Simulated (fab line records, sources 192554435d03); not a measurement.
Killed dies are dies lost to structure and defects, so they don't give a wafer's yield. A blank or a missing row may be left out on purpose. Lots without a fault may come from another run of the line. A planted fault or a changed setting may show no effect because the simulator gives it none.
Chamber matching | flow n5_finfet | N5_HKMG_FIN_STRIP_89 on rie_diel-05: 4 sister chambers
The step strips SOC in N2/H2, time 20 s. 4 wafers are shown with their chamber, then 12 later ones without.

WAFERS WITH THEIR CHAMBER
wafer  | chamber | showerhead_plenum_p_Torr (Torr)
L081.5 | 1       | 3.38
L083.5 | 2       | 3.48
L088.1 | 0       | 3.55
L088.4 | 3       | 3.25

WAFERS WITHOUT THEIR CHAMBER
wafer  | showerhead_plenum_p_Torr (Torr)
L091.1 | 3.25
L091.3 | 3.47
L091.6 | 3.54
L092.1 | 3.47
L092.2 | 3.25
L092.6 | 3.55
L094.1 | 3.37
L094.2 | 3.24
L094.3 | 3.54
L096.2 | 3.37
L096.3 | 3.54
L096.6 | 3.46

WHICH CHAMBER EACH WENT THROUGH
wafer  | from the rows above | in truth
L091.1 | 3                   | 3
L091.3 | 2                   | 2
L091.6 | 0                   | 0
L092.1 | 2                   | 2
L092.2 | 3                   | 3
L092.6 | 0                   | 0
L094.1 | 1                   | 1
L094.2 | 3                   | 3
L094.3 | 0                   | 0
L096.2 | 1                   | 1
L096.3 | 0                   | 0
L096.6 | 2                   | 2
Placed correctly: 12 of 12. Can't be placed from these rows: 0. Placed wrongly: 0.
How it was worked out, from the rows above alone: a wafer's distance from a chamber is the root of the sum, over the readings, of the square of ((its reading less the chamber's mean) divided by the reading's scatter). The wafer belongs to the nearest chamber; if the next one is less than 2 further off, it can't be placed. A chamber's mean is the mean of its shown wafers. The scatter: with one shown wafer a chamber, the root of the mean of the squares of how far each hidden wafer lies from its nearest shown one.
